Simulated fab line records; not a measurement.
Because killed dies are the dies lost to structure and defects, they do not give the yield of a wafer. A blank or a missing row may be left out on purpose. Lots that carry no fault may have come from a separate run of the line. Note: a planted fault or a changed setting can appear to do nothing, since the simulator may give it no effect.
fab line records + flow n5-finfet
record
- lots=5
- wafers=15
- last-day=17
route steps=1938 shown FIN_SAQP@127
lots with no fault: from the same line, run without faults
start-h: hours from the record's first day to the start of the lot's first wafer shown + wait-h: time in hours since the lot's previous step + " identical to the entry in the row above + L1.1+2: several wafers, shown together as one row + - no value, or no start was given + * or withheld: withheld + < > ~ a bound
route shown NAME@n: a module of which the file shows steps, and the number in the route of the first + usual: average and standard deviation across the fault-free wafers + same: alike in all rows + chamber/n: place in a boat + sites: per-site readings + _std_site: standard deviation across them + _edge_site: outer sites' mean less inner sites' + radius-mm: how far each site lies from the wafer's centre + mask NAME#n: copy n + behind: the tool/chamber that last shaped the wafer + hold: why the lot went on hold/how many hours it stayed there/how the hold came to an end + device: which transistor (n, p or np) failed to switch + end of line: the route-end tests of the same wafers + a step without rows: its recipe alone + killed: dies lost to structure and defects at the first sort, not the wafer's yield + map: the dies of a wafer, with x for killed, . for not killed, _ for no die there
set.NAME: the run value of the setting; set.NAME@STEP: its run value at that earlier step + model.NAME: the simulator's own value behind a step, which no gauge read
lots at selected steps of the route; one table per step, one row per wafer
services: when a tool's chamber went out of use (start-h, in hours from the record's first day, below 0 if earlier), for how many hours, and the reason
## steps
# step N5_FIN_SAQP_MANDREL1_REMOVE_56
# recipe
- chemistry=HBr/Cl2/O2
- bt-time-s=10
- target=a-Si
- stop-on=SiNx
- endpoint=OES-SiCl
- over-etch-frac=1
- icp-w=600
- bias-w=22
- HBr_flow_sccm=150
- Cl2_flow_sccm=80
- O2_flow_sccm=5
- pressure-mtorr=10
# usual
- drypump-motor-current-A=5.5/0.32
- oes_o_777_au=0.97/0.068
- oes-product-au=1.005/0.02
- rf-fwd-power-W=596.6/2.2
- throttle-valve-pct=36.6/0.33
| lot.wafer | tool      | chamber | start-h | wait-h | drypump-motor-current-A | oes_o_777_au | oes-product-au | rf-fwd-power-W | rf-hours-counter-h | throttle-valve-pct |
|-----------|-----------|---------|---------|--------|-------------------------|--------------|----------------|----------------|--------------------|--------------------|
| L079.1    | rie-si-02 | 0       | 53.90   | 0.1    | 5.6                     | 0.98         | 0.992          | 596.2          | 4                  | 36.5               |
| L079.3    | "         | 3       | "       | "      | 5.4                     | 0.91         | 0.977          | 598.6          | 63                 | 37.2               |
| L079.5    | "         | 1       | "       | "      | 5.5                     | 0.96         | 1.026          | 595.9          | -                  | 37.0               |
| L089.1    | rie-si-04 | 0       | 114.24  | 0.1    | 5.4                     | 1.08         | 1.050          | 595.6          | 127                | 36.9               |
| L089.3    | "         | 3       | "       | "      | 5.7                     | 1.04         | 1.011          | 596.5          | 72                 | 36.8               |
| L089.5    | "         | 2       | "       | "      | 6.4                     | 0.92         | 0.994          | 593.7          | -                  | 36.4               |
| L091.2    | rie-si-04 | 2       | 128.40  | 0.1    | 6.4                     | 0.91         | 0.982          | 596.8          | 52                 | 36.4               |
| L091.4    | "         | 2       | "       | "      | 6.4                     | 0.91         | 0.986          | 593.0          | -                  | 36.4               |
| L091.5    | "         | 3       | "       | "      | 5.7                     | 1.03         | 0.999          | 598.5          | -                  | 36.8               |
| L096.1    | rie-si-05 | 3       | 156.06  | 0.1    | 5.1                     | 0.96         | 1.035          | 597.8          | 168                | 36.7               |
| L096.4    | "         | 2       | "       | "      | 5.6                     | 0.99         | 1.030          | 596.6          | 125                | 36.5               |
| L096.6    | "         | 1       | "       | "      | 5.0                     | 1.05         | 0.995          | 598.6          | -                  | 36.4               |
| L097.4    | rie-si-02 | 1       | 162.67  | 0.1    | 5.5                     | 0.96         | 1.026          | 594.9          | 106                | 37.0               |
| L097.5    | "         | 0       | "       | "      | 5.7                     | 0.98         | 0.997          | 591.0          | -                  | 36.5               |
| L097.6    | "         | 1       | "       | "      | 5.5                     | 0.97         | 1.015          | 595.3          | -                  | 37.0               |
# step N5_FIN_SAQP_CD_MEAS_27
# recipe
- target-cd-nm=20
- landing-energy-ev=1000
- detector=se-inlens
- polarity=line
# usual
- cd-nm=20.31/0.24
# same
- landing-energy-ev=1000
| lot.wafer | tool      | chamber | start-h | wait-h | cd-nm |
|-----------|-----------|---------|---------|--------|-------|
| L079.1    | cd-sem-01 | 0       | 54.01   | 0.1    | 20.29 |
| L079.3    | "         | 0       | "       | "      | 20.48 |
| L079.5    | "         | 0       | "       | "      | 20.48 |
| L089.1    | cd-sem-01 | 0       | 114.35  | 0.1    | 19.78 |
| L089.3    | "         | 0       | "       | "      | 20.26 |
| L089.5    | "         | 0       | "       | "      | 20.36 |
| L091.2    | cd-sem-03 | 0       | 128.51  | 0.1    | 20.33 |
| L091.4    | "         | 0       | "       | "      | 20.71 |
| L091.5    | "         | 0       | "       | "      | 20.13 |
| L096.1    | cd-sem-01 | 0       | 156.17  | 0.1    | 20.25 |
| L096.4    | "         | 0       | "       | "      | 20.29 |
| L096.6    | "         | 0       | "       | "      | 20.32 |
| L097.4    | cd-sem-02 | 0       | 162.79  | 0.1    | 20.48 |
| L097.5    | "         | 0       | "       | "      | 20.67 |
| L097.6    | "         | 0       | "       | "      | 20.41 |
# step N5_FIN_SAQP_ETCH_57
# recipe
- chemistry=CH3F/O2
- target=SiNx
- mask-material=SiO2
- target-depth-a=325
- time-s=46.4
- pressure-mtorr=30
- source-w=395
- bias-w=73
- Ar_flow_sccm=150
- CH3F_flow_sccm=30
- O2_flow_sccm=20
- ion-energy-ev=120
- ends=cleared
# usual
- drypump-motor-current-A=5.6/0.38
- etch-rf-on-time-s=46.2/1.1
- oes_o_777_au=0.78/0.079
- oes-product-au=0.67/0.08
- rf-fwd-power-W=389.3/2
- rf-vpp-V=293/6.2
- showerhead-plenum-p-Torr=1.99/0.055
- throttle-valve-pct=16.29/0.29
| lot.wafer | tool        | chamber | start-h | wait-h | drypump-motor-current-A | etch-rf-on-time-s | oes_o_777_au | oes-product-au | rf-fwd-power-W | rf-hours-counter-h | rf-vpp-V | showerhead-plenum-p-Torr | throttle-valve-pct |
|-----------|-------------|---------|---------|--------|-------------------------|-------------------|--------------|----------------|----------------|--------------------|----------|--------------------------|--------------------|
| L079.1    | rie-diel-04 | 3       | 54.06   | 0.0    | 5.0                     | 47.1              | 0.78         | 0.68           | 391.9          | 128                | 287      | 1.93                     | 16.35              |
| L079.3    | "           | 0       | "       | "      | 6.0                     | 46.7              | 0.75         | 0.65           | 390.1          | 181                | 299      | 1.97                     | 16.26              |
| L079.5    | "           | 1       | "       | "      | 5.4                     | 47.2              | 0.67         | 0.57           | 389.9          | -                  | 297      | 1.96                     | 16.54              |
| L089.1    | rie-diel-03 | 0       | 114.39  | 0.0    | 6.3                     | 44.6              | 0.75         | 0.63           | 389.4          | 161                | 285      | 2.00                     | 16.48              |
| L089.3    | "           | 3       | "       | "      | 5.4                     | 46.5              | 0.74         | 0.60           | 388.6          | 206                | 294      | 1.96                     | 16.68              |
| L089.5    | "           | 2       | "       | "      | 5.6                     | 45.1              | 0.95         | 0.84           | 388.3          | -                  | 302      | 2.03                     | 15.69              |
| L091.2    | rie-diel-04 | 1       | 128.55  | 0.0    | 5.4                     | 44.5              | 0.92         | 0.81           | 390.8          | 10                 | 298      | 1.95                     | 16.12              |
| L091.4    | "           | 3       | "       | "      | 4.9                     | 46.9              | 0.75         | 0.66           | 390.1          | 149                | 289      | 1.92                     | 16.37              |
| L091.5    | "           | 1       | "       | "      | 5.4                     | 45.6              | 0.93         | 0.81           | 391.7          | -                  | 299      | 1.95                     | 16.13              |
| L096.1    | rie-diel-03 | 3       | 156.26  | 0.1    | 5.4                     | 46.0              | 0.73         | 0.60           | 388.4          | 224                | 292      | 1.96                     | 16.71              |
| L096.4    | "           | 1       | "       | "      | 5.1                     | 46.2              | 0.96         | 0.81           | 389.4          | 5                  | 281      | 2.05                     | 16.17              |
| L096.6    | "           | 0       | "       | "      | 6.4                     | 46.8              | 0.73         | 0.62           | 387.9          | -                  | 287      | 1.99                     | 16.52              |
| L097.4    | rie-diel-04 | 2       | 162.83  | 0.0    | 5.5                     | 45.0              | 0.82         | 0.72           | 386.2          | 52                 | 296      | 1.94                     | 15.99              |
| L097.5    | "           | 0       | "       | "      | 6.0                     | 45.7              | 0.72         | 0.62           | 390.9          | -                  | 299      | 1.96                     | 16.32              |
| L097.6    | "           | 1       | "       | "      | 5.4                     | 44.7              | 0.89         | 0.79           | 390.9          | -                  | 295      | 1.95                     | 16.16              |
# step N5_FIN_SAQP_ETCH_65
# recipe
- chemistry=CF4
- target=SiO2
- target-depth-a=40
- ion-energy-ev=350
- time-s=4.4
- pressure-mtorr=10
- icp-w=800
- bias-w=400
- cf4-flow-sccm=80
# usual
- drypump-motor-current-A=5.5/0.42
- oes-product-au=1.001/0.027
- rf-fwd-power-W=788/4.6
- throttle-valve-pct=21.72/0.29
| lot.wafer | tool      | chamber | start-h | wait-h | drypump-motor-current-A | oes-product-au | rf-fwd-power-W | rf-hours-counter-h | throttle-valve-pct |
|-----------|-----------|---------|---------|--------|-------------------------|----------------|----------------|--------------------|--------------------|
| L079.1    | rie-si-05 | 1       | 54.17   | 0.1    | 5.0                     | 1.002          | 793            | 109                | 21.68              |
| L079.3    | "         | 2       | "       | "      | 5.6                     | 1.013          | 785            | 123                | 21.98              |
| L079.5    | "         | 2       | "       | "      | 5.6                     | 1.008          | 788            | -                  | 21.99              |
| L089.1    | rie-si-02 | 3       | 114.50  | 0.1    | 5.5                     | 0.954          | 787            | 64                 | 21.98              |
| L089.3    | "         | 1       | "       | "      | 5.5                     | 1.024          | 793            | 105                | 21.94              |
| L089.5    | "         | 0       | "       | "      | 5.6                     | 0.974          | 786            | -                  | 21.47              |
| L091.2    | rie-si-05 | 3       | 128.67  | 0.1    | 5.1                     | 1.027          | 788            | 168                | 21.26              |
| L091.4    | "         | 1       | "       | "      | 5.0                     | 1.017          | 793            | 111                | 21.68              |
| L091.5    | "         | 3       | "       | "      | 5.1                     | 1.016          | 787            | -                  | 21.26              |
| L096.1    | rie-si-04 | 2       | 156.37  | 0.1    | 6.4                     | 0.978          | 782            | 53                 | 21.44              |
| L096.4    | "         | 2       | "       | "      | 6.4                     | 0.976          | 784            | -                  | 21.45              |
| L096.6    | "         | 1       | "       | "      | 5.0                     | 1.031          | 786            | -                  | 21.97              |
| L097.4    | rie-si-04 | 3       | 162.95  | 0.1    | 5.7                     | 1.014          | 790            | -                  | 21.85              |
| L097.5    | "         | 1       | "       | "      | 5.1                     | 1.029          | 790            | -                  | 21.97              |
| L097.6    | "         | 2       | "       | "      | 6.4                     | 0.974          | 782            | -                  | 21.43              |
# step N5_FIN_SAQP_MANDREL_ETCH_58
# recipe
- chemistry=HBr/Cl2
- target=a-Si
- target-depth-a=450
- bt-time-s=10
- stop-on=SiNx
- mask-material=SiO2
- over-etch-frac=0.8
- time-s=27
- pressure-mtorr=10
- icp-w=800
- bias-w=75
- HBr_flow_sccm=150
- Cl2_flow_sccm=80
- ends=end-point
# usual
- drypump-motor-current-A=5.5/0.41
- oes-product-au=0.702/0.012
- rf-fwd-power-W=793.4/2.8
- throttle-valve-pct=35.52/0.29
| lot.wafer | tool      | chamber | start-h | wait-h | drypump-motor-current-A | oes-product-au | rf-fwd-power-W | rf-hours-counter-h | throttle-valve-pct |
|-----------|-----------|---------|---------|--------|-------------------------|----------------|----------------|--------------------|--------------------|
| L079.1    | rie-si-05 | 1       | 54.20   | 0.0    | 5.1                     | 0.684          | 794.9          | 109                | 35.25              |
| L079.3    | "         | 2       | "       | "      | 5.6                     | 0.712          | 788.3          | 123                | 35.35              |
| L079.5    | "         | 2       | "       | "      | 5.5                     | 0.710          | 790.5          | -                  | 35.34              |
| L089.1    | rie-si-02 | 3       | 114.54  | 0.0    | 5.5                     | 0.709          | 792.8          | 64                 | 36.01              |
| L089.3    | "         | 1       | "       | "      | 5.5                     | 0.702          | 795.8          | 105                | 35.85              |
| L089.5    | "         | 0       | "       | "      | 5.6                     | 0.698          | 791.5          | -                  | 35.36              |
| L091.2    | rie-si-05 | 3       | 128.70  | 0.0    | 5.1                     | 0.706          | 793.9          | 168                | 35.51              |
| L091.4    | "         | 1       | "       | "      | 5.1                     | 0.693          | 799.1          | 111                | 35.24              |
| L091.5    | "         | 3       | "       | "      | 5.1                     | 0.718          | 792.7          | -                  | 35.50              |
| L096.1    | rie-si-04 | 2       | 156.40  | 0.0    | 6.4                     | 0.694          | 793.1          | 53                 | 35.24              |
| L096.4    | "         | 2       | "       | "      | 6.4                     | 0.700          | 790.0          | -                  | 35.25              |
| L096.6    | "         | 1       | "       | "      | 5.1                     | 0.718          | 791.2          | -                  | 35.84              |
| L097.4    | rie-si-04 | 3       | 163.00  | 0.0    | 5.7                     | 0.703          | 798.2          | -                  | 35.68              |
| L097.5    | "         | 1       | "       | "      | 5.0                     | 0.724          | 793.9          | -                  | 35.84              |
| L097.6    | "         | 2       | "       | "      | 6.4                     | 0.698          | 792.7          | -                  | 35.24              |
# step N5_FIN_SAQP_RECESS_63
# recipe
- chemistry=HF/NH3
- target=SiO2
- target-depth-a=180
- afs-cycles=3
- temp-c=30
- sublimation-temp-c=180
- sublimation-time-s=60
# usual
- drypump-motor-current-A=6.0/0.6
# same
- afs-cycles=3
| lot.wafer | tool          | chamber | start-h | wait-h | drypump-motor-current-A |
|-----------|---------------|---------|---------|--------|-------------------------|
| L079.1    | vapor-etch-02 | 0       | 54.28   | 0.1    | 6.7                     |
| L079.3    | "             | 0       | "       | "      | 6.7                     |
| L079.5    | "             | 1       | "       | "      | 5.6                     |
| L089.1    | vapor-etch-01 | 0       | 114.62  | 0.1    | 5.2                     |
| L089.3    | "             | 0       | "       | "      | 5.1                     |
| L089.5    | "             | 0       | "       | "      | 5.2                     |
| L091.2    | vapor-etch-01 | 0       | 128.78  | 0.1    | 5.2                     |
| L091.4    | "             | 0       | "       | "      | 5.2                     |
| L091.5    | "             | 0       | "       | "      | 5.2                     |
| L096.1    | vapor-etch-02 | 1       | 156.48  | 0.1    | 5.6                     |
| L096.4    | "             | 0       | "       | "      | 6.7                     |
| L096.6    | "             | 1       | "       | "      | 5.6                     |
| L097.4    | vapor-etch-02 | 0       | 163.17  | 0.1    | 6.6                     |
| L097.5    | "             | 1       | "       | "      | 5.6                     |
| L097.6    | "             | 0       | "       | "      | 6.6                     |
# step N5_FIN_SAQP_COAT_68
# recipe
- resist=SOC
- temp-c=250
- time-s=60
- spin-rpm=1500
- resist-thk-nm=100
| lot.wafer  | tool           | chamber | start-h | wait-h |
|------------|----------------|---------|---------|--------|
| L079.1+3+5 | litho-track-04 | 0       | 54.66   | 0.3    |
| L089.1+3+5 | litho-track-02 | 0       | 115.00  | 0.3    |
| L091.2+4+5 | litho-track-05 | 0       | 129.17  | 0.3    |
| L096.1+4+6 | litho-track-02 | 0       | 156.87  | 0.3    |
| L097.4+5+6 | litho-track-02 | 0       | 163.45  | 0.2    |
# step N5_FIN_SAQP_ETCH_69
# recipe
- chemistry=N2/H2
- target=SOC
- target-depth-a=1500
- stop-on=SiNx
- ion-energy-ev=100
- bias-w=61
- pressure-mtorr=30
- source-w=850
- n2-flow-sccm=200
- h2-flow-sccm=200
# usual
- drypump-motor-current-A=5.6/0.39
- n2-flow-sccm=199.9/0.66
- oes-product-au=0.77/0.093
- rf-fwd-power-W=845/3.2
- rf-vpp-V=240.7/1.2
- showerhead-plenum-p-Torr=2.53/0.062
- throttle-valve-pct=17.7/0.32
| lot.wafer | tool        | chamber | start-h | wait-h | drypump-motor-current-A | n2-flow-sccm | oes-product-au | rf-fwd-power-W | rf-hours-counter-h | rf-vpp-V | showerhead-plenum-p-Torr | throttle-valve-pct |
|-----------|-------------|---------|---------|--------|-------------------------|--------------|----------------|----------------|--------------------|----------|--------------------------|--------------------|
| L079.1    | rie-diel-03 | 2       | 54.73   | -      | 5.6                     | 200.3        | 0.69           | 840            | 242                | 241.8    | 2.61                     | 17.6               |
| L079.3    | "           | 0       | "       | "      | 6.4                     | 200.4        | 0.75           | 845            | 135                | 241.4    | 2.54                     | 17.7               |
| L079.5    | "           | 1       | "       | "      | 5.1                     | 199.8        | 0.70           | 844            | -                  | 243.4    | 2.60                     | 18.0               |
| L089.1    | rie-diel-04 | 0       | 115.06  | -      | 6.0                     | 200.1        | 0.72           | 850            | 209                | 239.7    | 2.49                     | 17.6               |
| L089.3    | "           | 2       | "       | "      | 5.5                     | 199.5        | 0.84           | 843            | 36                 | 240.3    | 2.47                     | 17.2               |
| L089.5    | "           | 1       | "       | "      | 5.4                     | 199.6        | 0.95           | 847            | -                  | 239.3    | 2.50                     | 17.7               |
| L091.2    | rie-diel-04 | 2       | 129.23  | -      | 5.5                     | 199.0        | 0.84           | 845            | 41                 | 239.4    | 2.46                     | 17.2               |
| L091.4    | "           | 3       | "       | "      | 5.0                     | 199.5        | 0.75           | 845            | 149                | 239.3    | 2.46                     | 17.9               |
| L091.5    | "           | 3       | "       | "      | 5.0                     | 198.9        | 0.76           | 847            | -                  | 240.3    | 2.46                     | 17.9               |
| L096.1    | rie-diel-04 | 3       | 156.94  | -      | 4.9                     | 200.5        | 0.76           | 848            | 158                | 238.6    | 2.46                     | 17.9               |
| L096.4    | "           | 1       | "       | "      | 5.4                     | 199.9        | 0.91           | 848            | 18                 | 238.9    | 2.49                     | 17.7               |
| L096.6    | "           | 3       | "       | "      | 4.9                     | 200.8        | 0.75           | 846            | -                  | 238.4    | 2.46                     | 18.0               |
| L097.4    | rie-diel-03 | 2       | 163.50  | -      | 5.7                     | 199.2        | 0.90           | 841            | 24                 | 241.6    | 2.60                     | 17.3               |
| L097.5    | "           | 0       | "       | "      | 6.3                     | 200.5        | 0.72           | 847            | -                  | 241.0    | 2.52                     | 17.8               |
| L097.6    | "           | 1       | "       | "      | 5.1                     | 200.0        | 0.91           | 840            | -                  | 241.5    | 2.59                     | 17.6               |
# step N5_FIN_SAQP_ETCH_67
# recipe
- chemistry=CH3F/O2
- target=SiNx
- target-depth-a=300
- mask-material=SOC
- pressure-mtorr=30
- source-w=395
- bias-w=73
- Ar_flow_sccm=150
- CH3F_flow_sccm=30
- O2_flow_sccm=20
- ion-energy-ev=120
# usual
- drypump-motor-current-A=5.6/0.38
- oes_o_777_au=0.79/0.084
- oes-product-au=0.78/0.097
- rf-fwd-power-W=391.3/1.5
- rf-vpp-V=293/6.6
- showerhead-plenum-p-Torr=2.00/0.055
- throttle-valve-pct=16.29/0.28
| lot.wafer | tool        | chamber | start-h | wait-h | drypump-motor-current-A | oes_o_777_au | oes-product-au | rf-fwd-power-W | rf-hours-counter-h | rf-vpp-V | showerhead-plenum-p-Torr | throttle-valve-pct |
|-----------|-------------|---------|---------|--------|-------------------------|--------------|----------------|----------------|--------------------|----------|--------------------------|--------------------|
| L079.1    | rie-diel-03 | 2       | 54.79   | 0.0    | 5.7                     | 0.69         | 0.70           | 391.7          | 242                | 303      | 2.03                     | 16.14              |
| L079.3    | "           | 0       | "       | "      | 6.3                     | 0.77         | 0.75           | 391.8          | 135                | 287      | 2.01                     | 16.46              |
| L079.5    | "           | 1       | "       | "      | 5.1                     | 0.73         | 0.70           | 390.4          | -                  | 280      | 2.06                     | 16.57              |
| L089.1    | rie-diel-04 | 0       | 115.12  | 0.0    | 6.0                     | 0.73         | 0.74           | 392.8          | 209                | 300      | 1.96                     | 16.32              |
| L089.3    | "           | 2       | "       | "      | 5.5                     | 0.85         | 0.86           | 391.5          | 36                 | 297      | 1.95                     | 15.99              |
| L089.5    | "           | 1       | "       | "      | 5.4                     | 0.94         | 0.97           | 392.2          | -                  | 298      | 1.95                     | 16.16              |
| L091.2    | rie-diel-04 | 2       | 129.29  | 0.0    | 5.5                     | 0.84         | 0.86           | 391.5          | 41                 | 299      | 1.95                     | 16.00              |
| L091.4    | "           | 3       | "       | "      | 4.9                     | 0.76         | 0.76           | 392.1          | 149                | 287      | 1.92                     | 16.40              |
| L091.5    | "           | 3       | "       | "      | 4.9                     | 0.76         | 0.76           | 392.1          | -                  | 290      | 1.92                     | 16.40              |
| L096.1    | rie-diel-04 | 3       | 157.00  | 0.0    | 4.9                     | 0.75         | 0.76           | 391.8          | 158                | 287      | 1.92                     | 16.43              |
| L096.4    | "           | 1       | "       | "      | 5.4                     | 0.90         | 0.93           | 392.1          | 18                 | 298      | 1.95                     | 16.16              |
| L096.6    | "           | 3       | "       | "      | 4.9                     | 0.75         | 0.76           | 392.0          | -                  | 288      | 1.92                     | 16.43              |
| L097.4    | rie-diel-03 | 2       | 163.56  | 0.0    | 5.6                     | 0.89         | 0.92           | 391.0          | 24                 | 302      | 2.02                     | 15.74              |
| L097.5    | "           | 0       | "       | "      | 6.3                     | 0.73         | 0.72           | 392.4          | -                  | 288      | 1.99                     | 16.53              |
| L097.6    | "           | 1       | "       | "      | 5.1                     | 0.97         | 0.93           | 393.1          | -                  | 280      | 2.05                     | 16.18              |
# step N5_FIN_SAQP_STRIP_70
# recipe
- chemistry=N2/H2
- power-w=500
- temp-c=40
- pressure-mtorr=50
- rf-frequency-hz=6e+07
- overash-fraction=0.3
- bias-power-w=28
- h2-frac=0.5
- n2-flow-sccm=300
- h2-flow-sccm=300
# usual
- drypump-motor-current-A=5.6/0.39
- n2-flow-sccm=300.0/0.84
- oes-product-au=0.79/0.1
- rf-fwd-power-W=495.2/1.9
- rf-vpp-V=122.0/1
- showerhead-plenum-p-Torr=3.35/0.079
- throttle-valve-pct=18.7/0.45
| lot.wafer | tool        | chamber | start-h | wait-h | drypump-motor-current-A | n2-flow-sccm | oes-product-au | rf-fwd-power-W | rf-hours-counter-h | rf-vpp-V | showerhead-plenum-p-Torr | throttle-valve-pct |
|-----------|-------------|---------|---------|--------|-------------------------|--------------|----------------|----------------|--------------------|----------|--------------------------|--------------------|
| L079.1    | rie-diel-03 | 2       | 54.83   | 0.0    | 5.6                     | 299.9        | 0.70           | 493.2          | 242                | 123.8    | 3.44                     | 18.6               |
| L079.3    | "           | 0       | "       | "      | 6.4                     | 300.2        | 0.74           | 496.6          | 135                | 121.9    | 3.35                     | 18.5               |
| L079.5    | "           | 1       | "       | "      | 5.1                     | 300.0        | 0.69           | 493.2          | -                  | 123.2    | 3.43                     | 19.4               |
| L089.1    | rie-diel-04 | 0       | 115.16  | 0.0    | 6.0                     | 299.3        | 0.74           | 497.3          | 209                | 121.5    | 3.29                     | 18.4               |
| L089.3    | "           | 2       | "       | "      | 5.5                     | 299.5        | 0.89           | 496.8          | 36                 | 121.8    | 3.26                     | 18.0               |
| L089.5    | "           | 1       | "       | "      | 5.4                     | 298.5        | 0.97           | 495.9          | -                  | 121.4    | 3.30                     | 19.1               |
| L091.2    | rie-diel-04 | 2       | 129.33  | 0.0    | 5.5                     | 300.4        | 0.87           | 494.0          | 41                 | 123.2    | 3.26                     | 18.0               |
| L091.4    | "           | 3       | "       | "      | 5.0                     | 300.0        | 0.77           | 494.6          | 149                | 120.4    | 3.26                     | 19.0               |
| L091.5    | "           | 3       | "       | "      | 4.9                     | 299.5        | 0.77           | 497.0          | -                  | 121.5    | 3.26                     | 19.1               |
| L096.1    | rie-diel-04 | 3       | 157.04  | 0.0    | 4.9                     | 298.6        | 0.78           | 494.8          | 158                | 121.5    | 3.25                     | 19.1               |
| L096.4    | "           | 1       | "       | "      | 5.4                     | 299.2        | 0.94           | 498.4          | 18                 | 120.2    | 3.29                     | 19.1               |
| L096.6    | "           | 3       | "       | "      | 4.9                     | 298.1        | 0.77           | 496.1          | -                  | 121.2    | 3.25                     | 19.1               |
| L097.4    | rie-diel-03 | 2       | 163.60  | 0.0    | 5.7                     | 298.4        | 0.92           | 493.4          | 24                 | 120.6    | 3.43                     | 18.3               |
| L097.5    | "           | 0       | "       | "      | 6.4                     | 299.0        | 0.72           | 497.2          | -                  | 122.7    | 3.33                     | 18.6               |
| L097.6    | "           | 1       | "       | "      | 5.1                     | 300.3        | 0.92           | 493.8          | -                  | 122.6    | 3.42                     | 19.0               |
# step N5_FIN_SAQP_RECESS_71
# recipe
- chemistry=HF/NH3
- target=SiO2
- target-depth-a=30
- afs-cycles=1
- temp-c=30
- sublimation-temp-c=180
- sublimation-time-s=60
# usual
- drypump-motor-current-A=5.9/0.64
# same
- afs-cycles=1
| lot.wafer | tool          | chamber | start-h | wait-h | drypump-motor-current-A |
|-----------|---------------|---------|---------|--------|-------------------------|
| L079.1    | vapor-etch-01 | 1       | 54.89   | 0.0    | 6.4                     |
| L079.3    | "             | 1       | "       | "      | 6.5                     |
| L079.5    | "             | 1       | "       | "      | 6.4                     |
| L089.1    | vapor-etch-01 | 1       | 115.23  | 0.0    | 6.4                     |
| L089.3    | "             | 0       | "       | "      | 5.1                     |
| L089.5    | "             | 0       | "       | "      | 5.2                     |
| L091.2    | vapor-etch-02 | 0       | 129.39  | 0.0    | 6.7                     |
| L091.4    | "             | 0       | "       | "      | 6.7                     |
| L091.5    | "             | 1       | "       | "      | 5.6                     |
| L096.1    | vapor-etch-02 | 0       | 157.10  | 0.0    | 6.7                     |
| L096.4    | "             | 0       | "       | "      | 6.7                     |
| L096.6    | "             | 0       | "       | "      | 6.7                     |
| L097.4    | vapor-etch-01 | 1       | 163.70  | 0.1    | 6.5                     |
| L097.5    | "             | 1       | "       | "      | 6.4                     |
| L097.6    | "             | 0       | "       | "      | 5.2                     |
## services
| tool           | chamber | start-h | hours | kind                          |
|----------------|---------|---------|-------|-------------------------------|
| rie-si-05      | 0       | 41.29   | 18.5  | repair                        |
| rie-diel-04    | 1       | 65.99   | 7.4   | repair                        |
| rie-si-05      | 1       | 71.26   | 4.5   | repair                        |
| rie-si-05      | 0       | 72.61   | 2.7   | repair                        |
| rie-diel-04    | 2       | 76.84   | 9.3   | repair                        |
| rie-diel-03    | 2       | 79.37   | -     | clean                         |
| rie-diel-03    | 2       | 79.37   | -     | consumable-replace:focus-ring |
| rie-diel-03    | 2       | 79.37   | 18.4  | scheduled-down                |
| rie-diel-03    | 2       | 79.37   | 18.4  | vent-cycle                    |
| vapor-etch-01  | -       | 84.01   | 0.5   | repair                        |
| rie-diel-04    | 1       | 87.21   | -     | clean                         |
| rie-diel-04    | 1       | 87.21   | -     | consumable-replace:focus-ring |
| rie-diel-04    | 1       | 87.21   | 17.0  | scheduled-down                |
| rie-diel-04    | 1       | 87.21   | 17.0  | vent-cycle                    |
| rie-diel-04    | 3       | 90.75   | 21.3  | repair                        |
| rie-si-05      | 0       | 96.58   | 3.6   | repair                        |
| rie-diel-03    | 1       | 119.26  | -     | clean                         |
| rie-diel-03    | 1       | 119.26  | -     | consumable-replace:focus-ring |
| rie-diel-03    | 1       | 119.26  | 19.8  | scheduled-down                |
| rie-diel-03    | 1       | 119.26  | 19.8  | vent-cycle                    |
| rie-si-04      | 0       | 127.15  | 36.9  | repair                        |
| rie-si-02      | -       | 135.14  | 2.8   | pm                            |
| litho-track-04 | -       | 152.79  | -     | consumable-replace:filter     |
## key
fault none
